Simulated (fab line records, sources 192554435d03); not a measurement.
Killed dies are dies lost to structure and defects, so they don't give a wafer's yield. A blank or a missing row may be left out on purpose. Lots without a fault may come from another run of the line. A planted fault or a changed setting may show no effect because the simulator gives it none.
Which tool did it? | flow n5_finfet | 12 lots, 36 wafers sampled, at 5 steps of a route of 1938

WHAT THE GAUGES READ, wafer by wafer
N5_BEOL_M4_CD_MEAS_35: target cd 18 nm, target cd y 22.4 nm.
lot  | measured     | on        | cd_nm (nm)
L075 | day 8 03:19  | cd_sem-02 | 18.9 18.1 18.5
L077 | day 8 10:37  | cd_sem-03 | 17.8 18.3 18.0
L079 | day 8 21:58  | cd_sem-02 | 17.8 17.5 17.7
L081 | day 9 12:23  | cd_sem-02 | 18.1 17.7 17.8
L083 | day 9 23:05  | cd_sem-01 | 17.9 17.5 17.8
L085 | day 10 12:20 | cd_sem-02 | 17.9 18.0 18.0
L087 | day 11 05:50 | cd_sem-01 | 18.1 18.4 17.6
L088 | day 11 16:08 | cd_sem-03 | 18.5 17.8 17.8
L091 | day 11 21:24 | cd_sem-02 | 17.8 17.5 18.1
L093 | day 12 12:38 | cd_sem-01 | 18.2 17.7 17.9
L095 | day 13 02:27 | cd_sem-01 | 18.2 18.0 18.3
L097 | day 13 21:43 | cd_sem-02 | 17.8 17.9 17.6

WHICH TOOL RAN EACH LOT (tool, then ch and the chambers of the sampled wafers, then the start)
lot  | N5_BEOL_M3_ETCHBACK_99             | N5_BEOL_M3_DEGAS_44          | N5_BEOL_M3_SPUTTER_79        | N5_BEOL_M3_ANNEAL_80
L075 | rie_diel-04 ch 0,1, day 7 17:51    | pvd_sputter-03, day 7 18:40  | pvd_sputter-03, day 7 19:38  | pvd_sputter-03, day 7 19:43
L077 | rie_diel-01 ch 0,2,3, day 7 21:12  | pvd_sputter-01, day 7 21:56  | pvd_sputter-01, day 7 22:54  | pvd_sputter-01, day 7 22:59
L079 | rie_diel-03 ch 0,2, day 8 09:43    | pvd_sputter-01, day 8 10:47  | pvd_sputter-01, day 8 11:44  | pvd_sputter-01, day 8 11:49
L081 | rie_diel-01 ch 1,2, day 8 21:19    | pvd_sputter-01, day 8 22:07  | pvd_sputter-01, day 8 22:53  | pvd_sputter-01, day 8 22:58
L083 | rie_diel-04 ch 1,3, day 9 14:47    | pvd_sputter-02, day 9 15:55  | pvd_sputter-02, day 9 16:46  | pvd_sputter-02, day 9 16:51
L085 | rie_diel-01 ch 0,1,2, day 9 22:19  | pvd_sputter-01, day 9 23:16  | pvd_sputter-03, day 10 00:16 | pvd_sputter-03, day 10 00:20
L087 | rie_diel-04 ch 2,3, day 10 17:58   | pvd_sputter-02, day 10 19:01 | pvd_sputter-02, day 10 20:06 | pvd_sputter-02, day 10 20:11
L088 | rie_diel-03 ch 0,1,2, day 11 05:20 | pvd_sputter-03, day 11 06:36 | pvd_sputter-01, day 11 07:32 | pvd_sputter-01, day 11 07:37
L091 | rie_diel-03 ch 0,3, day 11 11:47   | pvd_sputter-01, day 11 12:42 | pvd_sputter-03, day 11 13:36 | pvd_sputter-03, day 11 13:41
L093 | rie_diel-01 ch 2,3, day 11 20:56   | pvd_sputter-01, day 11 21:47 | pvd_sputter-03, day 12 00:11 | pvd_sputter-03, day 12 00:16
L095 | rie_diel-04 ch 0,3, day 12 11:58   | pvd_sputter-02, day 12 12:46 | pvd_sputter-03, day 12 14:37 | pvd_sputter-03, day 12 14:42
L097 | rie_diel-04 ch 1,2, day 13 07:38   | pvd_sputter-01, day 13 08:43 | pvd_sputter-03, day 13 11:38 | pvd_sputter-03, day 13 11:43
- N5_BEOL_M3_ETCHBACK_99: etches SiO2 in CHF3, target depth 5 nm, time 10.4 s.
- N5_BEOL_M3_DEGAS_44: time 60 s.
- N5_BEOL_M3_SPUTTER_79: material Cu, target thk 4.5 nm, time 8.29 s.
- N5_BEOL_M3_ANNEAL_80: time 240 s.

THE ANSWER, worked out from the rows above alone
Rule: what is usual is taken from the lots themselves. Put in order of their means at a reading, lots are off if they are a third of the lots or fewer, leave a main group of 4 or more, and stand apart from it by a gap of 3 or more times the standard deviation of the main group's means; of several such gaps the widest counts. A main group whose means are all the same, to the digits that the tables above print for the reading, isn't used. A lot without any number at a reading at which 4 lots or more have one is off too. The other lots that the step has rows for count as sound.
No lot is off at any reading shown: from this, nothing can be told.

WHAT THE SIMULATOR HAD PUT IN
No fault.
